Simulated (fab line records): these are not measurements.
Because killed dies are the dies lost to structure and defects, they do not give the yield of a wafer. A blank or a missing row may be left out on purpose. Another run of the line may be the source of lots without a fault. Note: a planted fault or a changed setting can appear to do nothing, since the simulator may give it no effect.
Chamber matching | flow nand_harc | NHARC_A_M0_DESCUM_14 on rie_diel-08 has 4 sister chambers
The step chemistry O2, time 3 s. 16 wafers are shown with their chamber, then 8 later ones without.

## WAFERS PAIRED WITH THEIR CHAMBERS
wafer  | chamber | showerhead_plenum_p_Torr (Torr) | drypump_motor_current_A (A) | oes_product_au (a.u.)
L078.1 | 0       | 1.84                            | 5.84                        | 1.008
L078.3 | 1       | 2.04                            | 5.79                        | 1.004
L078.5 | 2       | 1.90                            | 6.13                        | 0.992
L080.1 | 2       | 1.90                            | 6.04                        | 0.967
L080.4 | 3       | 1.78                            | 5.38                        | 0.994
L080.5 | 0       | 1.84                            | 5.83                        | 1.008
L081.4 | 0       | 1.84                            | 5.82                        | 0.981
L081.5 | 2       | 1.90                            | 6.01                        | 0.971
L081.6 | 3       | 1.78                            | 5.38                        | 0.984
L085.3 | 1       | 2.04                            | 5.80                        | 1.007
L085.4 | 2       | 1.89                            | 6.05                        | 0.983
L085.6 | 0       | 1.84                            | 5.84                        | 0.988
L087.1 | 1       | 2.04                            | 5.81                        | 1.012
L087.3 | 2       | 1.89                            | 6.02                        | 0.978
L087.5 | 3       | 1.78                            | 5.39                        | 0.989
L091.3 | 0       | 1.84                            | 5.86                        | 0.987

SIGNATURES, as means of the wafers listed above
reading                  | chamber 0 | chamber 1 | chamber 2 | chamber 3 | scatter within a chamber
showerhead_plenum_p_Torr | 1.8400    | 2.0400    | 1.8960    | 1.7800    | 0.00316
drypump_motor_current_A  | 5.8380    | 5.8000    | 6.0500    | 5.3833    | 0.0291
oes_product_au           | 0.99440   | 1.00767   | 0.97820   | 0.98900   | 0.00966
Rule: a wafer lies at a distance from a chamber equal to the root of the sum of squares, over the readings, of (its reading less the chamber's mean, divided by the reading's scatter). If the next closest chamber is less than 2 further off than the closest, the wafer can't be placed; otherwise it belongs to the closest. The scatter: the root of (the sum of the squares of (reading less its chamber's mean) over the shown wafers, divided by (wafers less chambers)).

## WAFERS WITH NO CHAMBER GIVEN
wafer  | showerhead_plenum_p_Torr (Torr) | drypump_motor_current_A (A) | oes_product_au (a.u.)
L091.4 | 1.89                            | 6.06                        | 1.008
L091.5 | 1.89                            | 6.07                        | 1.006
L094.1 | 1.89                            | 6.03                        | 1.007
L094.4 | 1.84                            | 5.89                        | 1.002
L094.6 | 1.78                            | 5.39                        | 0.985
L095.1 | 1.84                            | 5.82                        | 0.991
L095.2 | 2.04                            | 5.78                        | 1.007
L095.4 | 1.89                            | 6.11                        | 0.991

## EACH ONE'S CHAMBER
wafer  | from the rows above | in truth
L091.4 | 2                   | 2
L091.5 | 2                   | 2
L094.1 | 2                   | 2
L094.4 | 0                   | 0
L094.6 | 3                   | 3
L095.1 | 0                   | 0
L095.2 | 1                   | 1
L095.4 | 2                   | 2
Correct placement for 8 of the 8. Not placeable from these rows: 0. Placed wrongly: 0.
